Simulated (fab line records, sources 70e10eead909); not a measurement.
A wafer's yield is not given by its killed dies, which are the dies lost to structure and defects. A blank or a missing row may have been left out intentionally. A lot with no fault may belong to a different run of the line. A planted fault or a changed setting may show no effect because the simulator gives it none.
Matching of chambers + flow nand harc + 4 sister chambers for NHARC_A_SGD_CUT_ETCH_58 on rie diel-07
The step etches the open film in CF4, target depth 39 nm, time 65 s. 4 wafers are shown with their chamber, then 10 later ones without.

== WAFERS PAIRED WITH THEIR CHAMBERS ==
| wafer  | chamber | drypump motor current A (A) |
|--------|---------|-----------------------------|
| L084.3 | 0       | 5.4                         |
| L086.2 | 3       | 6.6                         |
| L085.1 | 1       | 5.7                         |
| L085.2 | 2       | 6.5                         |

== WAFERS WHOSE CHAMBER IS MISSING ==
| wafer  | drypump motor current A (A) |
|--------|-----------------------------|
| L085.3 | 6.6                         |
| L089.3 | 6.7                         |
| L089.5 | 5.7                         |
| L089.6 | 6.5                         |
| L094.1 | 5.4                         |
| L094.3 | 6.6                         |
| L094.6 | 6.6                         |
| L097.1 | 5.4                         |
| L097.2 | 6.5                         |
| L097.6 | 5.7                         |

== WHICH CHAMBER EACH ONE RAN IN ==
| wafer  | from the rows above | in truth                   |
|--------|---------------------|----------------------------|
| L085.3 | 3                   | 3                          |
| L089.3 | 3                   | 3                          |
| L089.5 | 1                   | 1                          |
| L089.6 | 2                   | 2                          |
| L094.1 | 0                   | 0                          |
| L094.3 | 3                   | 3                          |
| L094.6 | 3                   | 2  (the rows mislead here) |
| L097.1 | 0                   | 0                          |
| L097.2 | 2                   | 2                          |
| L097.6 | 1                   | 1                          |
9 of 10 placed correctly. Left unplaced by these rows: 0. Placed wrongly: 1.
How it was worked out, from the rows above alone: a wafer's distance from a chamber is the root of the sum, over the readings, of the square of ((its reading less the chamber's mean) divided by the reading's scatter). The wafer belongs to the nearest chamber; if the next one is less than 2 further off, it can't be placed. Each chamber's mean is taken over the wafers shown for it. The scatter: root of mean squared gap, hidden wafer to nearest shown wafer, with one shown wafer a chamber.
